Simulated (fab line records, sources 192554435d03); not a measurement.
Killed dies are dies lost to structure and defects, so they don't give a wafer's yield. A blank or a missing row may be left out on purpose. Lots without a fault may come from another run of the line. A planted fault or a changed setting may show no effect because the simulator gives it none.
Which tool did it? | flow n5_finfet | 13 lots, 38 wafers sampled, at 3 steps of a route of 1938

WHAT THE GAUGES READ, wafer by wafer
N5_BEOL_M8_OCD_MEAS_38.
lot  | measured     | on     | trench_depth_nm (nm)
L245 | day 9 16:38  | ocd-02 | 93.5 95.9 93.3
L246 | day 9 17:35  | ocd-02 | 95.4 97.1 95.2
L249 | day 10 04:16 | ocd-01 | 99.4 97.3 93.8
L247 | day 10 12:53 | ocd-02 | 95.8 95.0 95.7
L252 | day 10 18:29 | ocd-01 | 93.8 94.7 94.4
L251 | day 10 22:10 | ocd-01 | 94.0 92.7 93.2
L253 | day 11 07:41 | ocd-01 | 96.0 94.6
L254 | day 11 13:04 | ocd-02 | 95.4 95.8 95.5
L255 | day 11 20:13 | ocd-02 | 97.6 95.3 95.5
L258 | day 12 08:23 | ocd-02 | 94.1 95.8 94.9
L257 | day 12 18:56 | ocd-02 | 96.0 95.9 96.1
L261 | day 13 09:05 | ocd-02 | 93.9 94.0 96.7
L266 | day 14 15:40 | ocd-02 | 93.0 94.1 93.6

N5_BEOL_M8_RS_MEAS_57: measures by four-point-probe.
lot  | measured     | on            | M8_RS (ohm/sq)
L245 | day 9 20:10  | film_metro-02 | 0.281 0.272 0.282
L246 | day 9 21:06  | film_metro-01 | 0.284 0.268 0.271
L249 | day 10 08:47 | film_metro-02 | 0.257 0.269 0.281
L247 | day 10 16:22 | film_metro-01 | 0.275 0.284 0.273
L252 | day 10 21:07 | film_metro-02 | 0.275 0.274 0.278
L251 | day 11 00:43 | film_metro-01 | 0.281 0.286 0.289
L253 | day 11 11:14 | film_metro-02 | 0.270 0.282
L254 | day 11 16:07 | film_metro-02 | 0.277 0.281 0.274
L255 | day 11 23:46 | film_metro-01 | 0.275 0.279 0.277
L258 | day 12 12:33 | film_metro-01 | 0.278 0.276 0.276
L257 | day 12 22:49 | film_metro-01 | 0.272 0.272 0.275
L261 | day 13 11:19 | film_metro-02 | 0.283 0.289 0.279
L266 | day 14 18:31 | film_metro-02 | 0.284 0.290 0.292

N5_BEOL_M8_INSPECT_58: inspects for defects (darkfield).
lot  | measured     | on                | raw_defect_count
L245 | day 9 20:11  | defect_inspect-01 | 47 60 55
L246 | day 9 21:08  | defect_inspect-02 | 165 108 114
L249 | day 10 08:48 | defect_inspect-02 | 77 41 93
L247 | day 10 16:24 | defect_inspect-01 | 54 56 42
L252 | day 10 21:09 | defect_inspect-02 | 97 81 101
L251 | day 11 00:45 | defect_inspect-01 | 80 63 91
L253 | day 11 11:16 | defect_inspect-01 | 71 60
L254 | day 11 16:08 | defect_inspect-01 | 81 90 61
L255 | day 11 23:47 | defect_inspect-01 | 66 46 44
L258 | day 12 12:35 | defect_inspect-02 | 72 63 65
L257 | day 12 22:50 | defect_inspect-02 | 103 83 88
L261 | day 13 11:20 | defect_inspect-01 | 35 58 49
L266 | day 14 18:32 | defect_inspect-02 | 70 70 102

WHICH TOOL RAN EACH LOT (tool, then ch and the chambers of the sampled wafers, then the start)
The record holds no process step before these readings.

WHAT THE TOOLS THEMSELVES READ (means of the sampled wafers that have a number; where no wafer has one, the mark that the record gives instead)
The record holds no such reading with a usual standard deviation.

THE ANSWER, worked out from the rows above alone
Rule: what is usual is taken from the lots themselves. Put in order of their means at a reading, lots are off if they are a third of the lots or fewer, leave a main group of 4 or more, and stand apart from it by a gap of 3 or more times the standard deviation of the main group's means; of several such gaps the widest counts. A main group whose means are all the same, to the digits that the tables above print for the reading, isn't used. A lot without any number at a reading at which 4 lots or more have one is off too. The other lots that the step has rows for count as sound. The gauges are gone through in route order, then the tools' own readings, and for those a lot's mean is taken as printed above. The first step at which some lot is off is used, and at that step the reading that is off furthest; a lot without a number counts as furthest.
No lot is off at any reading shown: from this, nothing can be told.

WHAT THE SIMULATOR HAD PUT IN
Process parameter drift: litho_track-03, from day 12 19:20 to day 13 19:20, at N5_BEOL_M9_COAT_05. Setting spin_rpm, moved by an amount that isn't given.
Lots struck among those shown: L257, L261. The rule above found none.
